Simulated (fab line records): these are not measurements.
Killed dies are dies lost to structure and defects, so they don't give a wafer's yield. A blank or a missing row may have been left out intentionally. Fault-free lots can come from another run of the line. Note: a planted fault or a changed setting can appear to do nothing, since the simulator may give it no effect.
fab line records	flow n5-finfet	part 1 of 2: steps 1 to 4 of 6
record lots=23	wafers=69	last-day=17
route steps=1938 shown DUMMY_GATE@245 SPACER0@258 SD_EPI_N@278 HKMG_FIN@389
lots with no fault: from the same line, run without faults
start-h: hours from the record's opening day to when the first of the lot's shown wafers began	wait-h: hours from the lot's prior step to this one	" repeats the value in the row above	L1.1+2: several wafers, shown together as one row	- value missing, or start not given	* or withheld: withheld	< > ~ a bound
route shown NAME@n: NAME is a module with steps in the file, n the number in the route of the first one	usual: mean/standard deviation taken from wafers without a fault	same: alike in all rows	chamber/n: place in a boat	sites: readings site by site	_std_site: their standard deviation	_edge_site: inner sites' mean taken away from outer sites' mean	radius-mm: for every site, how far away it sits from the centre of the wafer	mask NAME#n: copy n	behind: the last tool/chamber to shape the wafer	hold: why the lot went on hold/how many hours it stayed there/how the hold came to an end	device: transistor that didn't switch, given as n, p or np	end of line: the tests these same wafers got at the end of their route	where a step has no rows: the recipe by itself	killed: count of dies lost to structure and defects at first sort (not the wafer's yield)	map: per-die view of a wafer (x killed, . not killed, _ where there is no die)
set.NAME: setting as actually run; set.NAME@STEP: the setting as run at that earlier step	model.NAME: the simulator's own value behind a step, which no gauge read
a sample of lots followed through the steps of the route, with each step as a table and each wafer as a row
services: a tool's chamber out of use, with start hour (start-h, from the record's first day; less than 0 if before it), hours out, and reason
## steps
# step N5_DUMMY_GATE_HM_OPEN_21
# recipe chemistry=CH3F/O2	target=SiNx	target-depth-a=1200	Ar_flow_sccm=150	CH3F_flow_sccm=30	O2_flow_sccm=23	time-s=171.4	pressure-mtorr=30	source-w=395	bias-w=73	ion-energy-ev=120.7
# usual drypump-motor-current-A=5.95/0.28	oes-product-au=0.77/0.075	rf-vpp-V=299/10	showerhead-plenum-p-Torr=2.04/0.051	throttle-valve-pct=16.43/0.21
lot.wafer	tool	chamber	start-h	wait-h	drypump-motor-current-A	oes-product-au	rf-hours-counter-h	rf-vpp-V	showerhead-plenum-p-Torr	throttle-valve-pct
L074.3	rie-diel-03	3	47.14	0.0	5.82	0.73	186	302	2.07	16.26
L074.4	"	0	"	"	5.75	0.80	128	301	1.95	16.47
L074.5	"	1	"	"	5.43	0.73	-	310	2.02	16.80
L075.2	rie-diel-06	0	52.52	0.0	5.79	0.76	136	301	2.10	16.43
L075.4	"	1	"	"	6.48	0.93	17	312	2.09	16.17
L075.6	"	0	"	"	5.78	0.76	-	301	2.10	16.44
L076.2	rie-diel-06	3	63.62	0.0	5.80	0.70	182	294	2.02	16.75
L076.5	"	3	"	"	5.79	0.71	-	294	2.02	16.77
L076.6	"	0	"	"	5.80	0.75	-	302	2.10	16.44
L077.1	rie-diel-03	1	64.19	0.0	5.45	0.73	173	309	2.02	16.81
L077.2	"	0	"	"	5.72	0.80	133	299	1.95	16.48
L077.5	"	3	"	"	5.78	0.73	-	303	2.07	16.26
L078.1	rie-diel-02	3	71.31	0.0	6.16	0.68	231	281	2.00	16.48
L078.2	"	0	"	"	5.43	0.69	243	306	1.98	16.50
L078.6	"	0	"	"	5.44	0.69	-	307	1.98	16.51
L079.1	rie-diel-06	3	76.81	0.0	5.80	0.70	186	294	2.02	16.76
L079.4	"	2	"	"	5.97	0.73	168	296	1.99	16.38
L079.5	"	2	"	"	6.00	0.73	-	295	1.99	16.37
L080.1	rie-diel-02	0	81.98	0.0	5.48	0.69	246	309	1.98	16.51
L080.3	"	2	"	"	5.91	0.77	131	287	2.04	16.29
L080.5	"	2	"	"	5.92	0.77	-	288	2.04	16.30
L081.2	rie-diel-03	2	88.87	0.0	6.03	0.83	61	278	2.06	16.41
L081.4	"	1	"	"	5.43	0.72	180	310	2.02	16.83
L081.6	"	0	"	"	5.72	0.79	-	299	1.94	16.48
L082.1	rie-diel-02	3	100.73	0.0	6.14	0.67	241	279	2.00	16.52
L082.2	"	2	"	"	5.98	0.76	137	287	2.04	16.29
L082.6	"	2	"	"	5.96	0.77	-	286	2.04	16.29
L083.3	rie-diel-03	0	102.54	0.0	5.74	0.79	144	300	1.94	16.49
L083.5	"	2	"	"	6.06	0.83	-	279	2.06	16.42
L083.6	"	3	"	"	5.86	0.71	-	304	2.07	16.28
L084.2	rie-diel-06	3	108.10	0.0	5.77	0.70	195	294	2.02	16.78
L084.3	"	1	"	"	6.48	0.89	34	311	2.08	16.20
L084.6	"	2	"	"	6.04	0.73	-	296	1.98	16.39
L085.1	rie-diel-06	3	112.17	0.0	5.79	0.70	196	293	2.02	16.79
L085.3	"	0	"	"	5.79	0.74	154	301	2.10	16.47
L085.6	"	0	"	"	5.76	0.74	-	300	2.10	16.46
L086.1	rie-diel-06	2	122.77	0.0	6.05	0.72	182	296	1.98	16.40
L086.2	"	1	"	"	6.46	0.88	38	312	2.08	16.18
L086.5	"	1	"	"	6.48	0.88	-	312	2.08	16.18
L088.1	rie-diel-06	1	130.68	0.0	6.49	0.87	41	311	2.08	16.19
L088.3	"	3	"	"	5.79	0.70	201	291	2.01	16.79
L088.6	"	3	"	"	5.79	0.70	-	293	2.01	16.79
L089.2	rie-diel-03	0	137.86	0.0	5.71	0.78	154	301	1.94	16.51
L089.5	"	2	"	"	6.07	0.83	-	277	2.05	16.44
L089.6	"	3	"	"	5.85	0.72	-	305	2.06	16.32
L090.2	rie-diel-06	3	143.59	0.0	5.79	0.70	205	294	2.01	16.79
L090.5	"	2	"	"	6.03	0.72	-	297	1.98	16.41
L090.6	"	1	"	"	6.51	0.87	-	312	2.08	16.20
L091.4	rie-diel-06	0	150.73	0.0	5.79	0.72	164	301	2.09	16.47
L091.5	"	2	"	"	6.06	0.72	-	296	1.98	16.42
L091.6	"	1	"	"	6.50	0.86	-	313	2.08	16.20
L092.2	rie-diel-03	3	156.42	0.0	5.79	0.71	217	306	2.06	16.31
L092.3	"	1	"	"	5.49	0.71	199	310	2.01	16.85
L092.5	"	0	"	"	5.71	0.77	-	300	1.94	16.54
L093.3	rie-diel-06	0	161.62	0.0	5.80	0.74	167	300	2.09	16.49
L093.5	"	2	"	"	6.06	0.72	-	296	1.98	16.43
L093.6	"	1	"	"	6.46	0.86	-	313	2.07	16.22
L094.1	rie-diel-02	3	169.30	0.0	6.12	0.94	6	280	1.99	16.14
L094.3	"	0	"	"	5.45	0.93	14	307	1.97	16.16
L094.5	"	3	"	"	6.13	0.95	-	279	1.99	16.15
L095.3	rie-diel-06	2	171.73	0.0	6.04	0.72	196	296	1.98	16.43
L095.4	"	3	"	"	5.79	0.69	212	293	2.01	16.82
L095.5	"	2	"	"	6.02	0.72	-	297	1.98	16.41
L096.3	rie-diel-06	2	181.51	0.0	6.03	0.71	198	295	1.98	16.43
L096.5	"	2	"	"	6.07	0.71	-	298	1.98	16.43
L096.6	"	1	"	"	6.48	0.84	-	310	2.07	16.21
L097.1	rie-diel-02	1	184.43	0.0	5.96	0.84	64	308	2.13	16.17
L097.2	"	3	"	"	6.13	0.92	11	279	1.99	16.16
L097.6	"	3	"	"	6.11	0.92	-	277	1.99	16.15
# step N5_SPACER0_ALD_07
# recipe material=SiNx	target-thk-a=20	temp-c=400	ald-precursor-family=SiH2I2	ald-co-reactant=N2/H2-plasma	pressure-torr=2
# usual heater-power-w=819/66
lot.wafer	tool	chamber	start-h	wait-h	heater-power-w
L074.3	ald-sin-04	0	48.00	0.2	822
L074.4	"	3	"	"	787
L074.5	"	1	"	"	739
L075.2	ald-sin-03	3	53.20	0.0	839
L075.4	"	1	"	"	807
L075.6	"	2	"	"	801
L076.2	ald-sin-04	0	64.35	0.1	814
L076.5	"	3	"	"	817
L076.6	"	0	"	"	797
L077.1	ald-sin-04	1	64.88	0.0	758
L077.2	"	3	"	"	786
L077.5	"	1	"	"	774
L078.1	ald-sin-04	0	72.07	0.0	802
L078.2	"	3	"	"	780
L078.6	"	3	"	"	786
L079.1	ald-sin-01	2	77.74	0.0	911
L079.4	"	3	"	"	735
L079.5	"	0	"	"	940
L080.1	ald-sin-04	1	82.66	0.0	758
L080.3	"	3	"	"	812
L080.5	"	0	"	"	819
L081.2	ald-sin-01	2	89.99	0.5	890
L081.4	"	2	"	"	921
L081.6	"	1	"	"	748
L082.1	ald-sin-01	2	101.89	0.4	912
L082.2	"	3	"	"	740
L082.6	"	3	"	"	734
L083.3	ald-sin-01	1	103.72	0.5	739
L083.5	"	2	"	"	892
L083.6	"	1	"	"	749
L084.2	ald-sin-04	2	108.79	0.0	865
L084.3	"	0	"	"	790
L084.6	"	3	"	"	796
L085.1	ald-sin-01	0	112.86	0.0	964
L085.3	"	1	"	"	758
L085.6	"	3	"	"	746
L086.1	ald-sin-01	1	123.88	0.5	756
L086.2	"	3	"	"	743
L086.5	"	0	"	"	933
L088.1	ald-sin-04	3	131.37	0.0	795
L088.3	"	0	"	"	817
L088.6	"	0	"	"	756
L089.2	ald-sin-01	0	138.65	0.2	932
L089.5	"	2	"	"	919
L089.6	"	3	"	"	729
L090.2	ald-sin-04	0	144.32	0.1	800
L090.5	"	2	"	"	891
L090.6	"	3	"	"	778
L091.4	ald-sin-01	2	151.41	0.0	885
L091.5	"	0	"	"	911
L091.6	"	3	"	"	720
L092.2	ald-sin-01	1	157.16	0.1	757
L092.3	"	0	"	"	930
L092.5	"	2	"	"	912
L093.3	ald-sin-01	3	162.30	0.0	746
L093.5	"	1	"	"	770
L093.6	"	2	"	"	950
L094.1	ald-sin-03	0	169.98	0.0	881
L094.3	"	1	"	"	857
L094.5	"	2	"	"	785
L095.3	ald-sin-04	0	172.45	0.0	797
L095.4	"	1	"	"	769
L095.5	"	3	"	"	794
L096.3	ald-sin-04	0	182.33	0.2	794
L096.5	"	1	"	"	762
L096.6	"	0	"	"	806
L097.1	ald-sin-04	0	185.32	0.2	767
L097.2	"	2	"	"	894
L097.6	"	0	"	"	818
# step N5_SD_EPI_N_ETCH_45
# recipe chemistry=CH3F/O2	target=SiOCN	target-depth-a=60	mask-material=SOC	ion-energy-ev=60	bias-w=29	pressure-mtorr=15	source-w=410	Ar_flow_sccm=150	CH3F_flow_sccm=30	O2_flow_sccm=20
# usual drypump-motor-current-A=5.4/0.55	oes-product-au=0.74/0.078	rf-vpp-V=127.2/1	showerhead-plenum-p-Torr=1.96/0.064	throttle-valve-pct=23.3/0.3
lot.wafer	tool	chamber	start-h	wait-h	drypump-motor-current-A	oes-product-au	rf-hours-counter-h	rf-vpp-V	showerhead-plenum-p-Torr	throttle-valve-pct
L074.3	rie-diel-04	3	49.53	0.1	4.8	0.73	150	127.8	2.09	23.7
L074.4	"	1	"	"	5.3	0.70	209	129.1	1.87	23.0
L074.5	"	1	"	"	5.3	0.69	-	125.7	1.87	23.0
L075.2	rie-diel-04	0	54.92	0.1	5.4	0.70	204	128.0	1.97	23.7
L075.4	"	2	"	"	5.3	0.74	144	126.4	1.91	23.0
L075.6	"	3	"	"	4.9	0.73	-	128.0	2.09	23.7
L076.2	rie-diel-05	2	65.79	0.1	5.2	0.91	26	128.8	2.04	22.9
L076.5	"	0	"	"	6.0	0.67	-	128.2	1.95	23.0
L076.6	"	3	"	"	4.9	0.77	-	127.4	1.92	23.4
L077.1	rie-diel-05	3	66.46	0.1	4.9	0.76	145	126.5	1.92	23.4
L077.2	"	0	"	"	6.0	0.66	232	128.0	1.95	23.0
L077.5	"	0	"	"	6.0	0.67	-	127.8	1.95	23.0
L078.1	rie-diel-04	3	73.63	0.1	4.8	0.73	159	127.8	2.09	23.8
L078.2	"	1	"	"	5.3	0.69	218	126.6	1.87	23.0
L078.6	"	0	"	"	5.4	0.71	-	128.2	1.97	23.7
L079.1	rie-diel-04	0	79.19	0.1	5.5	0.70	214	127.9	1.97	23.7
L079.4	"	2	"	"	5.3	0.74	153	127.2	1.91	23.1
L079.5	"	1	"	"	5.4	0.68	-	126.2	1.87	23.0
L080.1	rie-diel-04	0	84.23	0.1	5.5	0.70	216	127.6	1.97	23.7
L080.3	"	3	"	"	4.9	0.72	164	128.0	2.09	23.7
L080.5	"	2	"	"	5.3	0.74	-	127.7	1.91	23.0
L081.2	rie-diel-01	1	92.02	0.1	4.7	0.75	171	126.7	2.07	23.5
L081.4	"	0	"	"	4.9	0.69	240	126.1	1.98	23.3
L081.6	"	2	"	"	6.3	0.66	-	127.3	1.96	23.3
L082.1	rie-diel-05	2	103.71	0.1	5.2	0.88	39	128.2	2.03	22.9
L082.2	"	0	"	"	5.9	0.66	243	128.4	1.95	23.0
L082.6	"	3	"	"	4.9	0.77	-	125.8	1.92	23.4
L083.3	rie-diel-04	0	105.69	0.1	5.4	0.70	223	127.2	1.97	23.7
L083.5	"	2	"	"	5.3	0.73	-	126.5	1.91	23.1
L083.6	"	1	"	"	5.3	0.67	-	125.2	1.87	23.0
L084.2	rie-diel-04	2	110.37	0.1	5.3	0.73	164	126.2	1.91	23.1
L084.3	"	1	"	"	5.4	0.67	231	125.6	1.87	23.0
L084.6	"	0	"	"	5.5	0.70	-	127.4	1.97	23.7
L085.1	rie-diel-01	1	114.66	0.1	4.7	0.74	177	129.4	2.07	23.5
L085.3	"	0	"	"	4.9	0.69	246	127.2	1.97	23.3
L085.6	"	2	"	"	6.3	0.67	-	128.0	1.96	23.3
L086.1	rie-diel-05	3	126.32	0.1	4.9	0.75	167	126.1	1.91	23.4
L086.2	"	1	"	"	6.4	0.75	152	125.7	1.92	23.5
L086.5	"	2	"	"	5.2	0.87	-	129.3	2.03	22.9
L088.1	rie-diel-01	2	133.03	0.1	6.3	0.68	224	126.8	1.96	23.3
L088.3	"	3	"	"	4.9	0.68	227	127.4	1.95	22.9
L088.6	"	1	"	"	4.7	0.73	-	127.5	2.07	23.5
L089.2	rie-diel-04	0	140.22	0.1	5.5	0.69	237	127.5	1.96	23.7
L089.5	"	1	"	"	5.4	0.67	-	125.7	1.86	23.1
L089.6	"	0	"	"	5.5	0.68	-	127.0	1.96	23.7
L090.2	rie-diel-05	0	145.98	0.1	5.9	0.99	1	127.7	1.95	22.7
L090.5	"	1	"	"	6.5	0.75	-	126.8	1.92	23.5
L090.6	"	2	"	"	5.2	0.85	-	129.8	2.03	22.9
L091.4	rie-diel-01	1	153.03	0.1	4.7	0.73	-	128.4	2.06	23.5
L091.5	"	3	"	"	4.9	0.67	-	127.8	1.94	22.9
L091.6	"	2	"	"	6.3	0.67	-	127.6	1.96	23.3
L092.2	rie-diel-01	3	158.87	0.1	4.9	0.67	238	128.3	1.94	22.9
L092.3	"	0	"	"	4.9	0.98	2	126.0	1.97	23.3
L092.5	"	0	"	"	4.9	0.97	-	127.2	1.97	23.3
L093.3	rie-diel-05	2	163.88	0.1	5.2	0.85	62	128.2	2.02	22.9
L093.5	"	3	"	"	4.8	0.74	-	126.0	1.91	23.5
L093.6	"	0	"	"	5.9	0.96	-	127.5	1.95	22.8
L094.1	rie-diel-05	2	171.55	0.1	5.2	0.83	64	126.9	2.02	22.9
L094.3	"	3	"	"	4.8	0.73	185	126.5	1.91	23.5
L094.5	"	1	"	"	6.4	0.73	-	126.5	1.92	23.5
L095.3	rie-diel-05	2	174.48	0.1	5.2	0.84	65	127.9	2.02	22.9
L095.4	"	1	"	"	6.3	0.73	170	125.5	1.92	23.5
L095.5	"	2	"	"	5.2	0.84	-	127.9	2.02	22.9
L096.3	rie-diel-01	0	183.90	0.1	4.9	0.94	11	125.0	1.97	23.3
L096.5	"	2	"	"	6.3	0.66	-	127.4	1.95	23.3
L096.6	"	3	"	"	4.8	0.66	-	128.5	1.94	23.0
L097.1	rie-diel-05	2	186.90	0.1	5.2	0.84	68	127.4	2.02	22.9
L097.2	"	1	"	"	6.4	0.73	174	127.5	1.91	23.5
L097.6	"	2	"	"	5.2	0.84	-	127.3	2.02	22.9
# step N5_HKMG_FIN_ALD_75
# recipe material=Al2O3	target-thk-a=10	temp-c=150	ald-precursor-family=TMA	ald-co-reactant=H2O	pulse-time-s=withheld	co-reactant-pulse-time-s=1
# usual heater-power-w=144/15	precursor-pulse-height-rel=0.999/0.021
lot.wafer	tool	chamber	start-h	wait-h	heater-power-w	precursor-pulse-height-rel
L074.3	ald-hk-02	3	72.00	0.0	118	0.987
L074.4	"	2	"	"	144	1.003
L074.5	"	3	"	"	120	0.948
L075.2	ald-hk-01	1	75.73	0.0	171	0.976
L075.4	"	3	"	"	158	0.997
L075.6	"	3	"	"	161	1.018
L076.2	ald-hk-01	2	86.02	0.0	135	1.026
L076.5	"	0	"	"	142	1.019
L076.6	"	1	"	"	175	0.988
L077.1	ald-hk-03	1	86.98	0.0	131	0.966
L077.2	"	3	"	"	156	1.009
L077.5	"	3	"	"	154	0.994
L078.1	ald-hk-02	2	96.08	0.0	142	1.008
L078.2	"	1	"	"	139	0.977
L078.6	"	2	"	"	144	0.981
L079.1	ald-hk-02	1	99.36	0.0	136	1.005
L079.4	"	3	"	"	119	1.002
L079.5	"	1	"	"	138	0.973
L080.1	ald-hk-01	0	105.13	0.0	144	0.988
L080.3	"	3	"	"	159	1.009
L080.5	"	0	"	"	140	1.007
L081.2	ald-hk-02	0	113.12	0.1	128	1.040
L081.4	"	1	"	"	140	1.039
L081.6	"	0	"	"	132	1.003
L082.1	ald-hk-02	3	126.89	0.1	120	1.003
L082.2	"	0	"	"	131	0.967
L082.6	"	1	"	"	141	1.040
L083.3	ald-hk-02	2	130.37	0.1	146	1.005
L083.5	"	0	"	"	132	0.993
L083.6	"	3	"	"	122	0.978
L084.2	ald-hk-02	3	134.56	0.1	117	1.022
L084.3	"	1	"	"	141	1.016
L084.6	"	2	"	"	143	0.997
L085.1	ald-hk-03	0	136.31	0.0	154	0.997
L085.3	"	3	"	"	158	0.999
L085.6	"	3	"	"	160	0.973
L086.1	ald-hk-01	2	146.49	0.0	134	0.995
L086.2	"	3	"	"	154	0.980
L086.5	"	1	"	"	170	1.001
L088.1	ald-hk-02	2	153.50	0.0	146	0.998
L088.3	"	3	"	"	120	0.984
L088.6	"	2	"	"	143	0.997
L089.2	ald-hk-02	2	160.90	0.0	144	0.957
L089.5	"	0	"	"	130	1.004
L089.6	"	1	"	"	141	0.988
L090.2	ald-hk-01	3	166.32	0.0	160	0.961
L090.5	"	1	"	"	172	0.986
L090.6	"	0	"	"	146	0.960
L091.4	ald-hk-01	3	173.31	0.0	161	1.005
L091.5	"	1	"	"	175	1.030
L091.6	"	0	"	"	142	1.031
L092.2	ald-hk-02	2	180.49	0.0	138	0.987
L092.3	"	1	"	"	142	1.006
L092.5	"	2	"	"	145	0.973
L093.3	ald-hk-03	0	185.18	0.0	156	0.980
L093.5	"	1	"	"	132	1.009
L093.6	"	2	"	"	155	1.001
L094.1	ald-hk-01	0	192.66	0.0	145	0.999
L094.3	"	2	"	"	135	0.971
L094.5	"	3	"	"	155	1.036
L095.3	ald-hk-01	3	196.42	0.1	161	1.002
L095.4	"	0	"	"	140	1.005
L095.5	"	0	"	"	142	0.958
L096.3	ald-hk-01	0	205.46	0.1	147	0.956
L096.5	"	2	"	"	136	0.988
L096.6	"	3	"	"	159	0.967
L097.1	ald-hk-01	2	208.14	0.1	136	1.010
L097.2	"	1	"	"	172	1.037
L097.6	"	0	"	"	144	1.039
